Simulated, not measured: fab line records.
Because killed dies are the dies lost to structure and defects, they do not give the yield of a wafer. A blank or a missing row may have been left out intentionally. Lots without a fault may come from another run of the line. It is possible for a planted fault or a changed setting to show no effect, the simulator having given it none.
Split-lot trial	flow n5Finfet	21 wafers read from 7 lots, route of 1938 steps

ON THE SPLIT
At N5_BEOL_M14_ETCH_59 (etches BARC in N2/H2, target depth 89 nm, overetch 26.7 nm, time 67.9 s), the setting timeS was moved away from the recipe's 67.9 s on 3 of the 21 wafers read, by -19.9% to +11.6%. For the rest of the wafers, this setting stayed at what the recipe calls for.

The split's own step is where the reading is taken.

THE READING
coat_of_BEOL_M14_COAT_04.thkNm (the simulator's own value, which no gauge read), in nm, at N5_BEOL_M14_ETCH_59 (etches BARC in N2/H2, target depth 89 nm, overetch 26.7 nm, time 67.9 s). The file gives no usual value for it. The 18 wafers here that ran the recipe average 716.8 nm, standard deviation 2.8 nm.

wafer	tool, chamber at the split	timeS as run, s	against the recipe	coat_of_BEOL_M14_COAT_04.thkNm, nm	against lot-mates on the recipe
L077.1	rieDiel-01, 2	67.9	recipe	718.2	-
L077.5	rieDiel-01, 1	67.9	recipe	717.2	-
L077.6	rieDiel-01, 2	54.38	-19.9%	728.4	+10.7
L078.4	rieDiel-06, 2	67.9	recipe	715	-
L078.5	rieDiel-06, 2	67.9	recipe	715.6	-
L078.6	rieDiel-06, 1	58.93	-13.2%	728.4	+13.1
L080.1	rieDiel-01, 2	67.9	recipe	718.8	-
L080.5	rieDiel-01, 3	67.9	recipe	718.2	-
L080.6	rieDiel-01, 0	67.9	recipe	715	-
L083.4	rieDiel-02, 1	75.75	+11.6%	707.8	-10.7
L083.5	rieDiel-02, 3	67.9	recipe	720	-
L083.6	rieDiel-02, 0	67.9	recipe	717	-
L084.2	rieDiel-02, 3	67.9	recipe	720.4	-
L084.4	rieDiel-02, 0	67.9	recipe	717	-
L084.6	rieDiel-02, 1	67.9	recipe	717.8	-
L096.3	rieDiel-06, 3	67.9	recipe	720	-
L096.5	rieDiel-06, 1	67.9	recipe	719.4	-
L096.6	rieDiel-06, 0	67.9	recipe	718.2	-
L097.2	rieDiel-01, 0	67.9	recipe	710.2	-
L097.4	rieDiel-01, 1	67.9	recipe	713.2	-
L097.5	rieDiel-01, 0	67.9	recipe	711.4	-

FIT RESULTS
A straight line over all 21 wafers: coat_of_BEOL_M14_COAT_04.thkNm changes by -0.694 nm for each +1% of timeS; r = -0.82; the points scatter about the line by 2.9 nm.
The same after taking each lot's own level away (the mean of its wafers on the recipe; 21 wafers): -0.727 nm for each +1%; r = -0.93; scatter 1.7 nm.
On that fit, the largest move of timeS shifts the reading by 14 nm.
From 711.60 to 719.20 nm: that is the span of the lots' own levels, equal to 2.7 times the standard deviation above.
Consequently the slope shifts little with the lot-to-lot level, the two slopes agreeing.
Check: for one of the wafers moved furthest among these (-19.9%), held out of the fit, the line's prediction against its lot-mates is +19.2 nm. Against them it came out at +10.7 nm.

ADDITIONAL SPLITS CARRIED BY THESE WAFERS
Before the reading, these wafers also passed through other splits. Each is held against what the fit with the lots' levels taken away leaves over:
other split on the same wafers	wafers away from the commonest value	r with coat_of_BEOL_M14_COAT_04.thkNm (lot level and that fit taken away)
N5_BEOL_M13_SPUTTER_44 timeS	7	-0.15

FILE'S OWN FIT
coat_of_BEOL_M14_COAT_04.thkNm changes by -0.724 nm for each +1% of timeS, r = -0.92.
